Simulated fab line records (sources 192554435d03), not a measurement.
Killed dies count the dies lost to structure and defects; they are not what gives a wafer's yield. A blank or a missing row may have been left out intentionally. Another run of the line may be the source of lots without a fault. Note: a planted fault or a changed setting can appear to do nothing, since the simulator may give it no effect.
fab line records	flow n5Finfet
record lots=24	wafers=72	lastDay=18
route steps=1938 shown BEOL_M12@1646 BEOL_M13@1674 BEOL_M14@1753
lots that met no fault: taken from a fault-free run of the same line
startH: the number of hours between the record's first day and the start of the first shown wafer of the lot	waitH: how many hours have passed since the lot's step before this one	" repeats the value in the row above	L1.1+2: several wafers, shown together as one row	- no value, or no start given	* or withheld: withheld	< > ~ a bound
route shown NAME@n: NAME is a module with steps in the file, n the number in the route of the first one	usual: mean and standard deviation over wafers with no fault	same: alike in all rows	chamber/n: place in a boat	sites: per-site readings	_std_site: the standard deviation of these	_edge_site: the outer-site mean with the inner-site mean subtracted	radiusMm: how far each site lies from the wafer's centre	mask NAME#n: copy n	behind: the most recent tool/chamber to have shaped the wafer	hold: the reason the lot was held/the length of the hold in hours/how it ended	device: whichever transistor did not switch (one of n, p or np)	end of line: tests run on the same wafers once the route is complete	a step without rows: its recipe alone	killed: dies lost to structure and defects at the first sort, not the wafer's yield	map: shows each die of a wafer: x if killed, . if not, _ if none is there
set.NAME: the setting the step ran with; set.NAME@STEP: the setting that earlier step ran with	model.NAME: the simulator's own value behind a step, which no gauge read
the route's steps for a sample of lots (tables are steps, rows are wafers)
services: when a tool's chamber went out of use (startH, in hours from the record's first day, below 0 if earlier), for how many hours, and the reason
## steps
# step N5_BEOL_M12_DEGAS_41
# recipe ambient=vacuum	tempC=250	timeS=60
# usual heaterPowerW=322/35
lot.wafer	tool	chamber	startH	waitH	heaterPowerW
L074.1	pvdSputter-02	-	231.46	0.1	355
L074.2	"	-	"	"	342
L074.3	"	-	"	"	312
L075.1	pvdSputter-02	-	233.89	0.0	333
L075.4	"	-	"	"	324
L075.6	"	-	"	"	340
L077.4	pvdSputter-01	-	247.19	0.4	344
L077.5	"	-	"	"	290
L077.6	"	-	"	"	323
L076.3	pvdSputter-01	-	249.83	0.1	324
L076.4	"	-	"	"	294
L076.5	"	-	"	"	292
L079.1	pvdSputter-02	-	250.14	0.3	361
L079.2	"	-	"	"	338
L079.3	"	-	"	"	316
L078.2	pvdSputter-02	-	260.44	0.3	326
L078.4	"	-	"	"	342
L078.5	"	-	"	"	337
L080.2	pvdSputter-01	-	271.63	0.2	301
L080.4	"	-	"	"	328
L080.5	"	-	"	"	293
L083.1	pvdSputter-02	-	278.11	0.4	342
L083.3	"	-	"	"	319
L083.4	"	-	"	"	346
L081.2	pvdSputter-01	-	283.87	0.2	334
L081.3	"	-	"	"	318
L081.5	"	-	"	"	290
L082.1	pvdSputter-02	-	291.67	2.2	339
L082.4	"	-	"	"	356
L082.6	"	-	"	"	348
L084.1	pvdSputter-01	-	311.89	0.1	322
L084.4	"	-	"	"	349
L084.6	"	-	"	"	315
L085.1	pvdSputter-03	-	312.22	0.0	278
L085.2	"	-	"	"	382
L085.3	"	-	"	"	301
L086.3	pvdSputter-02	-	321.14	0.2	368
L086.4	"	-	"	"	327
L086.6	"	-	"	"	337
L089.2	pvdSputter-03	-	323.48	0.1	391
L089.4	"	-	"	"	392
L089.5	"	-	"	"	272
L087.2	pvdSputter-03	-	328.48	2.2	276
L087.3	"	-	"	"	382
L087.4	"	-	"	"	380
L088.3	pvdSputter-03	-	329.42	0.2	258
L088.4	"	-	"	"	379
L088.5	"	-	"	"	275
L090.1	pvdSputter-03	-	342.69	0.3	317
L090.2	"	-	"	"	280
L090.3	"	-	"	"	267
L091.1	pvdSputter-03	-	351.72	0.3	313
L091.5	"	-	"	"	277
L091.6	"	-	"	"	384
L094.2	pvdSputter-03	-	359.59	0.6	276
L094.3	"	-	"	"	264
L094.5	"	-	"	"	260
L093.2	pvdSputter-02	-	365.47	0.2	359
L093.4	"	-	"	"	337
L093.6	"	-	"	"	310
L095.1	pvdSputter-01	-	368.24	0.2	327
L095.4	"	-	"	"	346
L095.6	"	-	"	"	344
L092.1	pvdSputter-01	-	377.68	0.3	322
L092.3	"	-	"	"	296
L092.4	"	-	"	"	342
L096.1	pvdSputter-03	-	389.13	0.5	376
L096.4	"	-	"	"	280
L096.6	"	-	"	"	370
L097.2	pvdSputter-03	-	402.77	0.2	277
L097.5	"	-	"	"	382
L097.6	"	-	"	"	312
# step N5_BEOL_M13_VIA_ETCH_16
# recipe chemistry=C4F8/O2/Ar	target=SiOC	pressureMtorr=30	sourceW=3000	biasW=700	Ar_flow_sccm=400	C4F8_flow_sccm=15	O2_flow_sccm=8	heInnerTorr=15	heOuterTorr=30	targetDepthA=9217	timeS=withheld	ionEnergyEv=250	ends=cleared
# usual drypumpMotorCurrentA=5.9/0.35	oesProductAu=0.73/0.079	rfVppV=665/4	showerheadPlenumPTorr=3.40/0.14	throttleValvePct=24.15/0.27
lot.wafer	tool	chamber	startH	waitH	drypumpMotorCurrentA	oesProductAu	rfVppV	showerheadPlenumPTorr	throttleValvePct
L074.1	rieDiel-06	3	233.39	0.0	6.0	0.68	662	3.33	24.48
L074.2	"	1	"	"	6.2	0.79	663	3.36	24.43
L074.3	"	0	"	"	5.5	0.62	659	3.25	24.36
L075.1	rieDiel-06	1	236.79	0.0	6.2	0.78	665	3.36	24.43
L075.4	"	3	"	"	6.0	0.68	663	3.33	24.46
L075.6	"	2	"	"	5.9	0.85	667	3.48	23.86
L077.4	rieDiel-03	2	249.27	0.0	6.6	0.83	663	3.37	23.79
L077.5	"	2	"	"	6.6	0.84	664	3.37	23.78
L077.6	"	1	"	"	5.6	0.64	660	3.25	24.49
L076.3	rieDiel-04	1	251.86	0.0	6.2	0.66	668	3.53	24.10
L076.4	"	2	"	"	6.1	0.83	667	3.54	24.41
L076.5	"	1	"	"	6.2	0.66	668	3.53	24.09
L079.1	rieDiel-03	1	252.53	0.0	5.6	0.64	661	3.25	24.48
L079.2	"	2	"	"	6.6	0.85	663	3.36	23.78
L079.3	"	0	"	"	5.9	0.76	667	3.44	24.29
L078.2	rieDiel-03	0	262.35	0.0	5.8	0.74	667	3.44	24.32
L078.4	"	1	"	"	5.6	0.64	660	3.25	24.50
L078.5	"	3	"	"	5.5	0.85	671	3.66	23.85
L080.2	rieDiel-03	2	273.54	0.0	6.6	0.82	662	3.36	23.77
L080.4	"	3	"	"	5.5	0.84	672	3.66	23.85
L080.5	"	2	"	"	6.6	0.83	666	3.36	23.78
L083.1	rieDiel-04	1	280.18	0.0	6.2	0.65	668	3.53	24.09
L083.3	"	0	"	"	5.4	0.66	661	3.26	23.95
L083.4	"	3	"	"	5.6	0.68	658	3.18	24.01
L081.2	rieDiel-03	1	286.34	0.1	5.6	0.64	661	3.25	24.51
L081.3	"	2	"	"	6.6	0.82	663	3.36	23.78
L081.5	"	2	"	"	6.6	0.82	664	3.36	23.78
L082.1	rieDiel-04	3	293.61	0.0	5.6	0.67	658	3.18	24.02
L082.4	"	0	"	"	5.4	0.66	661	3.25	23.92
L082.6	"	1	"	"	6.2	0.65	669	3.53	24.11
L084.1	rieDiel-03	0	313.81	0.0	5.8	0.73	667	3.43	24.31
L084.4	"	2	"	"	6.5	0.81	664	3.36	23.79
L084.6	"	0	"	"	5.9	0.73	665	3.43	24.33
L085.1	rieDiel-03	0	314.40	0.0	5.9	0.74	665	3.43	24.32
L085.2	"	2	"	"	6.5	0.81	665	3.36	23.81
L085.3	"	3	"	"	5.5	0.81	673	3.66	23.87
L086.3	rieDiel-06	3	323.13	0.0	6.0	0.67	663	3.32	24.51
L086.4	"	0	"	"	5.5	0.83	672	3.64	24.08
L086.6	"	2	"	"	5.9	0.79	667	3.47	23.91
L089.2	rieDiel-04	2	325.74	0.0	6.0	0.80	667	3.53	24.43
L089.4	"	0	"	"	5.4	0.66	660	3.25	23.96
L089.5	"	2	"	"	6.1	0.80	667	3.53	24.42
L087.2	rieDiel-03	1	330.39	0.0	5.6	0.63	660	3.24	24.52
L087.3	"	3	"	"	5.5	0.79	672	3.65	23.88
L087.4	"	0	"	"	5.8	0.72	667	3.43	24.35
L088.3	rieDiel-03	1	331.53	0.0	5.6	0.63	660	3.24	24.51
L088.4	"	2	"	"	6.6	0.80	663	3.35	23.81
L088.5	"	0	"	"	5.9	0.72	666	3.43	24.36
L090.1	rieDiel-03	3	345.07	0.0	5.5	0.80	670	3.65	23.87
L090.2	"	0	"	"	5.9	0.72	666	3.43	24.36
L090.3	"	2	"	"	6.6	0.80	664	3.35	23.81
L091.1	rieDiel-04	3	353.81	0.0	5.6	0.67	658	3.17	24.03
L091.5	"	1	"	"	6.2	0.63	668	3.52	24.11
L091.6	"	0	"	"	5.4	0.65	662	3.25	23.95
L094.2	rieDiel-04	0	361.72	0.0	5.4	0.65	660	3.25	23.97
L094.3	"	3	"	"	5.6	0.67	659	3.17	24.05
L094.5	"	1	"	"	6.1	0.63	667	3.52	24.14
L093.2	rieDiel-06	3	368.12	0.0	6.0	0.65	662	3.31	24.54
L093.4	"	2	"	"	5.8	0.77	668	3.46	23.91
L093.6	"	3	"	"	6.0	0.66	661	3.31	24.50
L095.1	rieDiel-04	0	370.51	0.0	5.4	0.64	659	3.24	23.97
L095.4	"	2	"	"	6.1	0.78	666	3.52	24.45
L095.6	"	0	"	"	5.4	0.64	660	3.24	23.98
L092.1	rieDiel-06	2	379.71	0.0	5.9	0.76	667	3.46	23.93
L092.3	"	0	"	"	5.4	0.80	671	3.64	24.06
L092.4	"	3	"	"	6.0	0.65	662	3.31	24.53
L096.1	rieDiel-03	0	391.10	0.0	5.8	0.71	666	3.42	24.38
L096.4	"	3	"	"	5.5	0.76	672	3.64	23.90
L096.6	"	0	"	"	5.8	0.70	666	3.42	24.38
L097.2	rieDiel-06	3	404.86	0.0	6.0	0.65	661	3.31	24.53
L097.5	"	3	"	"	6.0	0.65	661	3.31	24.55
L097.6	"	0	"	"	5.4	0.79	671	3.63	24.08
# step N5_BEOL_M13_OVL_MEAS_29
# recipe pointsPerWafer=44
# usual M13_OVL=-2/5.7
lot.wafer	tool	chamber	startH	waitH	M13_OVL[nm]
L074.1	overlay-01	0	234.32	0.0	1
L074.2	"	0	"	"	9
L074.3	"	0	"	"	5
L075.1	overlay-02	0	237.72	0.0	-6
L075.4	"	0	"	"	2
L075.6	"	0	"	"	-1
L077.4	overlay-01	0	250.19	0.0	-2
L077.5	"	0	"	"	-8
L077.6	"	0	"	"	5
L076.3	overlay-01	0	252.79	0.0	-5
L076.4	"	0	"	"	8
L076.5	"	0	"	"	3
L079.1	overlay-01	0	253.45	0.0	5
L079.2	"	0	"	"	-8
L079.3	"	0	"	"	-3
L078.2	overlay-01	0	263.28	0.0	1
L078.4	"	0	"	"	0
L078.5	"	0	"	"	2
L080.2	overlay-01	0	274.47	0.0	10
L080.4	"	0	"	"	9
L080.5	"	0	"	"	1
L083.1	overlay-02	0	280.98	0.0	-4
L083.3	"	0	"	"	-5
L083.4	"	0	"	"	-3
L081.2	overlay-02	0	287.24	0.0	0
L081.3	"	0	"	"	-4
L081.5	"	0	"	"	-3
L082.1	overlay-01	0	294.41	0.0	2
L082.4	"	0	"	"	-2
L082.6	"	0	"	"	1
L084.1	overlay-02	0	314.61	0.0	-4
L084.4	"	0	"	"	4
L084.6	"	0	"	"	-1
L085.1	overlay-01	0	315.20	0.0	1
L085.2	"	0	"	"	-2
L085.3	"	0	"	"	2
L086.3	overlay-02	0	323.93	0.0	-8
L086.4	"	0	"	"	4
L086.6	"	0	"	"	5
L089.2	overlay-02	0	326.54	0.0	-3
L089.4	"	0	"	"	-2
L089.5	"	0	"	"	-8
L087.2	overlay-02	0	331.39	0.0	-7
L087.3	"	0	"	"	-2
L087.4	"	0	"	"	-8
L088.3	overlay-02	0	332.33	0.0	6
L088.4	"	0	"	"	9
L088.5	"	0	"	"	1
L090.1	overlay-02	0	345.87	0.0	-9
L090.2	"	0	"	"	1
L090.3	"	0	"	"	-4
L091.1	overlay-01	0	354.62	0.0	-6
L091.5	"	0	"	"	-5
L091.6	"	0	"	"	-14
L094.2	overlay-02	0	362.52	0.0	3
L094.3	"	0	"	"	1
L094.5	"	0	"	"	9
L093.2	overlay-02	0	368.92	0.0	-11
L093.4	"	0	"	"	-8
L093.6	"	0	"	"	-13
L095.1	overlay-02	0	371.44	0.0	-9
L095.4	"	0	"	"	-3
L095.6	"	0	"	"	0
L092.1	overlay-02	0	380.64	0.0	-8
L092.3	"	0	"	"	-3
L092.4	"	0	"	"	3
L096.1	overlay-01	0	392.03	0.0	-4
L096.4	"	0	"	"	-10
L096.6	"	0	"	"	-3
L097.2	overlay-01	0	405.78	0.0	7
L097.5	"	0	"	"	-10
L097.6	"	0	"	"	0
# step N5_BEOL_M13_INSPECT_55
# recipe inspectInstrument=darkfield	mode=postDep
# usual rawDefectCount=69/26
lot.wafer	tool	chamber	startH	waitH	rawDefectCount
L074.1	defectInspect-02	-	239.56	0.0	56
L074.2	"	-	"	"	58
L074.3	"	-	"	"	95
L075.1	defectInspect-02	-	240.88	0.0	37
L075.4	"	-	"	"	79
L075.6	"	-	"	"	59
L077.4	defectInspect-02	-	256.31	0.0	76
L077.5	"	-	"	"	50
L077.6	"	-	"	"	98
L076.3	defectInspect-01	-	256.69	0.0	107
L076.4	"	-	"	"	88
L076.5	"	-	"	"	130
L079.1	defectInspect-01	-	256.81	0.0	38
L079.2	"	-	"	"	63
L079.3	"	-	"	"	96
L078.2	defectInspect-01	-	265.76	0.0	55
L078.4	"	-	"	"	64
L078.5	"	-	"	"	69
L080.2	defectInspect-01	-	278.40	0.0	81
L080.4	"	-	"	"	45
L080.5	"	-	"	"	40
L083.1	defectInspect-01	-	284.02	0.0	59
L083.3	"	-	"	"	56
L083.4	"	-	"	"	40
L081.2	defectInspect-02	-	291.33	0.0	70
L081.3	"	-	"	"	80
L081.5	"	-	"	"	72
L082.1	defectInspect-01	-	297.25	0.0	56
L082.4	"	-	"	"	50
L082.6	"	-	"	"	44
L084.1	defectInspect-02	-	316.97	0.0	74
L084.4	"	-	"	"	60
L084.6	"	-	"	"	74
L085.1	defectInspect-01	-	318.97	0.0	28
L085.2	"	-	"	"	87
L085.3	"	-	"	"	53
L086.3	defectInspect-01	-	327.90	0.0	81
L086.4	"	-	"	"	83
L086.6	"	-	"	"	139
L089.2	defectInspect-01	-	331.12	0.0	32
L089.4	"	-	"	"	56
L089.5	"	-	"	"	36
L087.2	defectInspect-02	-	333.95	0.0	92
L087.3	"	-	"	"	61
L087.4	"	-	"	"	67
L088.3	defectInspect-01	-	337.15	0.0	34
L088.4	"	-	"	"	68
L088.5	"	-	"	"	72
L090.1	defectInspect-01	-	349.80	0.0	55
L090.2	"	-	"	"	68
L090.3	"	-	"	"	59
L091.1	defectInspect-01	-	361.79	0.0	38
L091.5	"	-	"	"	65
L091.6	"	-	"	"	30
L094.2	defectInspect-01	-	366.17	0.0	70
L094.3	"	-	"	"	61
L094.5	"	-	"	"	87
L093.2	defectInspect-01	-	373.77	0.0	41
L093.4	"	-	"	"	69
L093.6	"	-	"	"	53
L095.1	defectInspect-01	-	374.88	0.0	95
L095.4	"	-	"	"	74
L095.6	"	-	"	"	118
L092.1	defectInspect-02	-	384.73	0.0	74
L092.3	"	-	"	"	90
L092.4	"	-	"	"	92
L096.1	defectInspect-01	-	395.98	0.0	118
L096.4	"	-	"	"	124
L096.6	"	-	"	"	93
L097.2	defectInspect-01	-	408.71	0.0	63
L097.5	"	-	"	"	38
L097.6	"	-	"	"	80
# step N5_BEOL_M14_TRENCH_ETCH_34
# recipe chemistry=C4F8/O2/Ar	target=SiO2	targetDepthA=5566.5	maskMaterial=SOC	heInnerTorr=15	heOuterTorr=30	timeS=126.9	ionEnergyEv=800	pressureMtorr=20	sourceW=1905	biasW=2040	Ar_flow_sccm=400	C4F8_flow_sccm=16	O2_flow_sccm=12
# usual drypumpMotorCurrentA=5.4/0.41	oesProductAu=0.78/0.064	rfVppV=2247/38	showerheadPlenumPTorr=3.49/0.1	throttleValvePct=30.9/0.34
lot.wafer	tool	chamber	startH	waitH	drypumpMotorCurrentA	oesProductAu	rfHoursCounterH	rfVppV	showerheadPlenumPTorr	throttleValvePct
L074.1	rieDiel-01	3	242.35	0.0	5.7	0.74	143	2206	3.45	31.3
L074.2	"	1	"	"	5.7	0.83	51	2278	3.63	31.3
L074.3	"	2	"	"	5.2	0.76	110	2258	3.44	30.4
L075.1	rieDiel-05	2	243.26	0.0	5.2	0.93	10	2236	3.49	30.4
L075.4	"	3	"	"	5.1	0.80	106	2268	3.44	30.9
L075.6	"	1	"	"	5.6	0.74	-	2306	3.58	30.4
L077.4	rieDiel-01	3	258.44	0.1	5.7	0.74	-	2204	3.45	31.3
L077.5	"	1	"	"	5.7	0.82	-	2279	3.63	31.2
L077.6	"	2	"	"	5.2	0.75	-	2258	3.44	30.4
L076.3	rieDiel-05	0	258.90	0.0	5.4	0.89	84	2194	3.34	31.3
L076.4	"	2	"	"	5.2	0.92	15	2235	3.49	30.5
L076.5	"	0	"	"	5.4	0.87	-	2192	3.34	31.3
L079.1	rieDiel-02	1	259.15	0.0	5.0	0.75	125	2229	3.62	31.1
L079.2	"	3	"	"	5.2	0.76	155	2223	3.44	31.0
L079.3	"	2	"	"	6.4	0.82	79	2194	3.64	31.1
L078.2	rieDiel-02	0	268.04	0.0	4.9	0.74	181	2286	3.39	30.7
L078.4	"	3	"	"	5.2	0.76	159	2223	3.44	31.0
L078.5	"	0	"	"	4.9	0.74	-	2288	3.39	30.7
L080.2	rieDiel-05	2	280.76	0.0	5.2	0.92	22	2233	3.49	30.5
L080.4	"	0	"	"	5.4	0.86	92	2191	3.34	31.3
L080.5	"	2	"	"	5.2	0.91	-	2234	3.49	30.4
L083.1	rieDiel-05	3	286.07	0.0	5.1	0.79	119	2268	3.44	30.9
L083.3	"	2	"	"	5.1	0.90	25	2234	3.49	30.4
L083.4	"	1	"	"	5.6	0.74	176	2304	3.57	30.4
L081.2	rieDiel-01	1	293.34	0.0	5.7	0.81	70	2278	3.62	31.3
L081.3	"	2	"	"	5.2	0.74	130	2257	3.43	30.4
L081.5	"	1	"	"	5.7	0.80	-	2278	3.62	31.2
L082.1	rieDiel-05	3	299.18	0.0	5.1	0.80	122	2269	3.44	31.0
L082.4	"	2	"	"	5.2	0.90	27	2235	3.48	30.5
L082.6	"	1	"	"	5.6	0.73	-	2304	3.57	30.4
L084.1	rieDiel-05	3	319.15	0.0	5.1	0.79	128	2268	3.43	31.0
L084.4	"	0	"	"	5.4	0.84	102	2190	3.33	31.3
L084.6	"	3	"	"	5.1	0.79	-	2269	3.43	30.9
L085.1	rieDiel-02	1	321.10	0.0	5.0	0.73	145	2227	3.61	31.1
L085.2	"	3	"	"	5.2	0.74	177	2222	3.43	31.0
L085.3	"	2	"	"	6.3	0.78	99	2194	3.63	31.1
L086.3	rieDiel-02	2	329.99	0.0	6.3	0.78	102	2193	3.63	31.1
L086.4	"	0	"	"	4.9	0.72	203	2284	3.38	30.7
L086.6	"	1	"	"	5.0	0.72	-	2229	3.61	31.2
L089.2	rieDiel-02	3	333.62	0.0	5.2	0.73	182	2222	3.43	31.0
L089.4	"	1	"	"	5.0	0.72	150	2228	3.61	31.1
L089.5	"	3	"	"	5.2	0.73	-	2221	3.43	31.0
L087.2	rieDiel-05	1	336.13	0.0	5.6	0.72	191	2305	3.56	30.4
L087.3	"	2	"	"	5.2	0.87	39	2234	3.48	30.5
L087.4	"	3	"	"	5.1	0.77	134	2269	3.43	31.0
L088.3	rieDiel-02	2	339.20	0.0	6.4	0.78	106	2193	3.63	31.1
L088.4	"	1	"	"	5.0	0.73	152	2227	3.61	31.1
L088.5	"	0	"	"	4.9	0.73	-	2285	3.37	30.7
L090.1	rieDiel-01	0	351.88	0.0	6.0	0.89	45	2295	3.59	30.5
L090.2	"	1	"	"	5.7	0.78	88	2276	3.61	31.3
L090.3	"	3	"	"	5.7	0.71	185	2202	3.43	31.3
L091.1	rieDiel-01	3	363.84	0.0	5.7	0.70	188	2202	3.43	31.3
L091.5	"	1	"	"	5.7	0.77	-	2276	3.61	31.3
L091.6	"	2	"	"	5.2	0.70	-	2256	3.42	30.4
L094.2	rieDiel-01	1	368.63	0.0	5.7	0.77	94	2275	3.61	31.3
L094.3	"	2	"	"	5.2	0.70	157	2255	3.42	30.4
L094.5	"	1	"	"	5.7	0.77	-	2276	3.61	31.3
L093.2	rieDiel-02	2	375.82	0.0	6.3	0.76	117	2192	3.62	31.2
L093.4	"	0	"	"	4.9	0.72	218	2284	3.37	30.7
L093.6	"	1	"	"	5.0	0.71	-	2227	3.60	31.2
L095.1	rieDiel-02	3	377.06	0.0	5.2	0.73	196	2221	3.42	31.0
L095.4	"	0	"	"	4.9	0.71	219	2284	3.37	30.7
L095.6	"	0	"	"	4.9	0.71	-	2285	3.37	30.7
L092.1	rieDiel-01	2	386.86	0.0	5.2	0.70	163	2256	3.41	30.5
L092.3	"	1	"	"	5.7	0.77	100	2277	3.60	31.3
L092.4	"	3	"	"	5.7	0.69	196	2202	3.42	31.3
L096.1	rieDiel-05	0	398.24	0.0	5.4	0.82	125	2190	3.32	31.3
L096.4	"	3	"	"	5.1	0.76	155	2267	3.42	31.0
L096.6	"	1	"	"	5.6	0.72	-	2306	3.55	30.5
L097.2	rieDiel-01	0	410.83	0.0	6.0	0.85	63	2294	3.58	30.6
L097.5	"	2	"	"	5.2	0.69	-	2254	3.41	30.5
L097.6	"	3	"	"	5.7	0.69	-	2201	3.42	31.3
# step N5_BEOL_M14_SPUTTER_43
# recipe material=TaN	targetThkA=150	tempC=50	biasV=168.6	powerW=15000	chamberPressurePa=0.12	timeS=24.19
# usual throttleValvePct=29.8/0.87
lot.wafer	tool	chamber	startH	waitH	throttleValvePct
L074.1	pvdSputter-03	-	242.91	0.0	29.2
L074.2	"	-	"	"	31.0
L074.3	"	-	"	"	29.5
L075.1	pvdSputter-03	-	245.43	0.0	30.0
L075.4	"	-	"	"	29.1
L075.6	"	-	"	"	29.9
L077.4	pvdSputter-01	-	260.35	0.0	30.4
L077.5	"	-	"	"	29.6
L077.6	"	-	"	"	29.2
L076.3	pvdSputter-03	-	263.42	0.0	30.9
L076.4	"	-	"	"	29.2
L076.5	"	-	"	"	29.6
L079.1	pvdSputter-02	-	263.48	0.0	27.8
L079.2	"	-	"	"	30.6
L079.3	"	-	"	"	30.9
L078.2	pvdSputter-01	-	271.39	0.0	29.4
L078.4	"	-	"	"	30.2
L078.5	"	-	"	"	30.8
L080.2	pvdSputter-02	-	281.45	0.0	29.2
L080.4	"	-	"	"	28.2
L080.5	"	-	"	"	28.9
L083.1	pvdSputter-03	-	289.32	0.0	30.9
L083.3	"	-	"	"	30.2
L083.4	"	-	"	"	29.3
L081.2	pvdSputter-02	-	295.54	0.0	28.0
L081.3	"	-	"	"	30.7
L081.5	"	-	"	"	29.0
L082.1	pvdSputter-01	-	306.69	0.0	29.1
L082.4	"	-	"	"	29.4
L082.6	"	-	"	"	29.0
L084.1	pvdSputter-02	-	320.78	0.0	27.8
L084.4	"	-	"	"	29.0
L084.6	"	-	"	"	29.0
L085.1	pvdSputter-02	-	321.98	0.0	29.0
L085.2	"	-	"	"	30.6
L085.3	"	-	"	"	28.1
L086.3	pvdSputter-03	-	330.96	0.0	29.5
L086.4	"	-	"	"	29.5
L086.6	"	-	"	"	29.5
L089.2	pvdSputter-03	-	335.98	0.0	29.6
L089.4	"	-	"	"	29.3
L089.5	"	-	"	"	30.8
L087.2	pvdSputter-02	-	337.30	0.0	30.6
L087.3	"	-	"	"	27.9
L087.4	"	-	"	"	28.8
L088.3	pvdSputter-01	-	342.44	0.0	30.3
L088.4	"	-	"	"	28.8
L088.5	"	-	"	"	30.6
L090.1	pvdSputter-02	-	352.42	0.0	30.7
L090.2	"	-	"	"	27.8
L090.3	"	-	"	"	28.9
L091.1	pvdSputter-03	-	365.50	0.0	30.8
L091.5	"	-	"	"	29.8
L091.6	"	-	"	"	29.1
L094.2	pvdSputter-03	-	371.94	0.0	29.5
L094.3	"	-	"	"	30.0
L094.5	"	-	"	"	30.1
L093.2	pvdSputter-02	-	377.78	0.0	29.2
L093.4	"	-	"	"	31.0
L093.6	"	-	"	"	27.8
L095.1	pvdSputter-03	-	378.36	0.0	30.8
L095.4	"	-	"	"	30.2
L095.6	"	-	"	"	30.3
L092.1	pvdSputter-01	-	388.78	0.0	30.3
L092.3	"	-	"	"	30.9
L092.4	"	-	"	"	29.1
L096.1	pvdSputter-01	-	402.83	0.0	29.9
L096.4	"	-	"	"	30.6
L096.6	"	-	"	"	30.2
L097.2	pvdSputter-01	-	414.08	0.0	29.1
L097.5	"	-	"	"	30.5
L097.6	"	-	"	"	29.6
## services
tool	chamber	startH	hours	kind
rieDiel-04	0	209.83	5.8	repair
rieDiel-03	3	233.72	-	clean
rieDiel-03	3	233.72	-	consumableReplace:focusRing
rieDiel-03	3	233.72	-	consumableReplace:showerhead
rieDiel-03	3	233.72	11.9	scheduledDown
rieDiel-03	3	233.72	11.9	ventCycle
rieDiel-04	0	250.43	17.9	repair
rieDiel-05	3	264.39	4.8	repair
rieDiel-03	-	267.61	2.8	pm
rieDiel-05	-	272.79	2.8	pm
rieDiel-03	3	285.89	4.9	repair
rieDiel-01	1	293.56	7.0	repair
rieDiel-05	0	301.41	5.1	repair
pvdSputter-02	-	305.99	6.3	repair
rieDiel-06	-	318.79	1.1	repair
rieDiel-02	2	322.94	2.0	repair
rieDiel-04	0	341.79	8.0	repair
pvdSputter-02	-	359.20	3.8	repair
rieDiel-05	0	366.04	5.1	repair
rieDiel-06	0	366.77	5.4	repair
rieDiel-01	-	373.38	0.9	repair
rieDiel-04	0	391.03	6.1	repair
rieDiel-06	3	398.14	6.2	repair
pvdSputter-03	-	413.79	4.6	repair
## key
fault none
